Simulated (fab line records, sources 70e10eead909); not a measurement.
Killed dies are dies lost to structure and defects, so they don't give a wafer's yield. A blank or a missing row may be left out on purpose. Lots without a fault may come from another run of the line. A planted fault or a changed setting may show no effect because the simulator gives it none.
A struck lot beside a sound one | flow nand_harc | 15 steps out of a route of 1302
Sound: wafers L480.1, L480.3, L480.4. Struck: wafers L478.1, L478.4, L478.6. The cause comes at the end.
At each step with rows: each side's tool, then ch and its chambers, then its first start. Under that, the readings that differ: sound wafers | struck wafers | difference of the means | sigmas: that difference in standard deviations of wafers without a fault.
alike: readings whose means differ by less than 2 such deviations, and words and numbers that are the same on both sides. not compared: withheld readings, readings that some wafer has no value for, bounds like >300 that may hide the same value, and numbers for which the record gives no deviation and whose values overlap.
The two part at a step that has a row with sigmas, a row that says differs or no value, or rows on one side only. Numbers that don't overlap but have no deviation are shown without sigmas and don't part them. A reading that every wafer of one side lacks parts them only if that side has two wafers or more.

NHARC_THIN_TSV_DEP_43: deposits SiO2, target thk 1328.5 nm.
  sound on pecvd-02 ch 1,2, day 31 07:11; struck on pecvd-03 ch 0,2, day 29 23:01
  alike: chamber_pressure_Torr, flow_sccm, throttle_valve_pct
then, 8 steps without rows for these wafers: NHARC_THIN_TSV_DEHYDRATE_04 (time 120 s); NHARC_THIN_TSV_HMDS_05 (time 30 s); NHARC_THIN_TSV_COAT_06; NHARC_THIN_TSV_SOFTBAKE_07 (time 95 s); NHARC_THIN_TSV_EBR_08; NHARC_THIN_TSV_EXPOSE_09 (exposes mask TSV); NHARC_THIN_TSV_PEB_10 (peb time 85 s); NHARC_THIN_TSV_DEVELOP_11 (time 70 s).
NHARC_THIN_TSV_CD_MEAS_12: target cd 1000 nm.
  sound on cd_sem-02 ch 0, day 31 08:01; struck on cd_sem-01 ch 0, day 29 23:46
  alike: cd_nm
then, 1 step without rows for these wafers: NHARC_THIN_TSV_HARDBAKE_13 (time 80 s).
NHARC_THIN_TSV_DESCUM_14: chemistry O2, time 3 s.
  sound on rie_diel-10 ch 0,1,3, day 31 08:11; struck on rie_diel-09 ch 0,2, day 29 23:56
  alike: drypump_motor_current_A, mfc_ar_sccm, oes_product_au, rf_vpp_V, showerhead_plenum_p_Torr, throttle_valve_pct
  not compared: rf_hours_counter_h
NHARC_THIN_TSV_ETCH_44: etches the open film in CF4/O2, target depth 1594.2 nm, time 797.1 s.
  sound on rie_diel-10 ch 0,1,2, day 31 08:16; struck on rie_diel-09 ch 1,2,3, day 30 00:01
  reading               | sound             | struck            | difference | sigmas
  oes_product_au (a.u.) | 1.001 0.994 0.997 | 1.113 1.078 1.052 | +0.084     | +7
  rf_fwd_power_W (W)    | 300.5 301.1 299.6 | 334.4 334.6 334.9 | +34.2      | +38
  alike: bias_w, drypump_motor_current_A, mfc_ar_sccm, rf_vpp_V, showerhead_plenum_p_Torr, throttle_valve_pct
  not compared: rf_hours_counter_h
NHARC_THIN_TSV_ETCH_15: target depth 3000 nm, bosch target overetch cycles 2, bosch etch step 2.8 s.
  sound on rie_si-04 ch 0,1,2, day 31 08:51; struck on rie_si-02 ch 1,2, day 30 00:36
  alike: drypump_motor_current_A
  not compared: rf_hours_counter_h
NHARC_END_SORT_01:
  the record has rows for the struck wafers here (prober-01 ch 0, day 30 19:39) and none for the sound ones

WHERE THEY PART
First at NHARC_THIN_TSV_ETCH_44; last, within this record, at NHARC_END_SORT_01.

WHY: what the simulator had put in
Process parameter drift: rie_diel-09, from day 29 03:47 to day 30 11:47, at NHARC_THIN_TSV_ETCH_44. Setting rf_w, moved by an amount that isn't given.
